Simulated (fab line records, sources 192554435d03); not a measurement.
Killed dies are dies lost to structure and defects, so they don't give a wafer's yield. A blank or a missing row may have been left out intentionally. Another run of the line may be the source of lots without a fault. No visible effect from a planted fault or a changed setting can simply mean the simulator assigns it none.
Problem report, 8D (eight disciplines) form, completed by code / flow n5 finfet / the parts of the form that need people (team, actions taken, sign-off) are left out

## 1. PROBLEM STATEMENT
susceptor temp C at N5_BEOL_M7_PECVD_70 reads a mean of 405.39 C on 2 wafers of 2 lots; wafers without a fault read 400.02 C with a standard deviation of 0.25. That puts it +22 standard deviations away from the usual mean.
The step: deposits SiO2 from TEOS/O2, target thk 20 nm, time 22.7 s.
First observed at day 13 18:34: wafer L601.1, on pecvd-01. The record has a number at this step for 33 wafers belonging to 11 lots. By rule, "out" or "out of limits" means more than 4 standard deviations away from the usual mean. The rest of the wafers with a number are treated as sound.

## 2. WHAT IT IS, AND WHAT IT ISN'T
question=which readings at this step | is=susceptor temp C | is not=heater power w, showerhead plenum p Torr, throttle valve pct
question=which lots | is=L601, L603 | is not=L587, L589, L590, L591, L592, L595, L604, L606, L608
question=which wafers of those lots | is=L601.1, L603.4 | is not=L601.2, L601.5, L603.1, L603.5
question=read on which tools | is=pecvd-01 | is not=pecvd-02, pecvd-04
question=when | is=from day 13 18:34 | is not=up to then (20 sound wafers); but 11 sound wafers of L603, L604, L606, L608 came after

## 3. WHAT RULES OUT EACH SUSPECT
Counting: any tool at a process step up to the reading remains a suspect provided it ran every lot that is out. Sound lots after the first of them don't rule it out here, since some wafers of a struck lot are sound.
- pecvd-01 at N5_BEOL_M7_PECVD_70 (deposits SiO2 from TEOS/O2, target thk 20 nm, time 22.7 s): kept. It ran every lot that is out, first L601 (day 13 18:34); its last sound lot up to then is L595 (day 11 04:47). Its own susceptor temp C readings are out on those wafers.
- At N5_BEOL_M7_PECVD_70, inside pecvd-01: chamber 0 took the wafers that are out, while their sound lot-mates went through chambers 1, 2.
The count leaves pecvd-01 at N5_BEOL_M7_PECVD_70.

## 4. THE CAUSE (what the simulator had put in)
pecvd-01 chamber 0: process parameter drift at N5_BEOL_M7_PECVD_70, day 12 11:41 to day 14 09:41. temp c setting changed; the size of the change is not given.
The count eliminated every tool but this one.

## 5. SEQUENCE OF EFFECTS, ordered by route
Each row: a reading whose mean over the struck wafers that have a number lies more than 3 standard deviations from the usual. Only readings whose record carries a usual standard deviation are examined. hours: median over the lots of the time between each lot's start at the first step of this table that gives one and its start at this step. sigmas: the change, counted in usual standard deviations.
hours=0; step=N5_BEOL_M7_PECVD_70; reading=susceptor temp C; usual=400.02 C; on struck wafers=405.39; change=+5.38; sigmas=+22
Here are the process steps it includes:
- N5_BEOL_M7_PECVD_70: deposits SiO2 from TEOS/O2, target thk 20 nm, time 22.7 s.

## 6. HOW IT WOULD HAVE BEEN CAUGHT EARLIER
First out-of-limits reading in this record: day 13 18:34, which is 31 hours after fault onset at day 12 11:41.
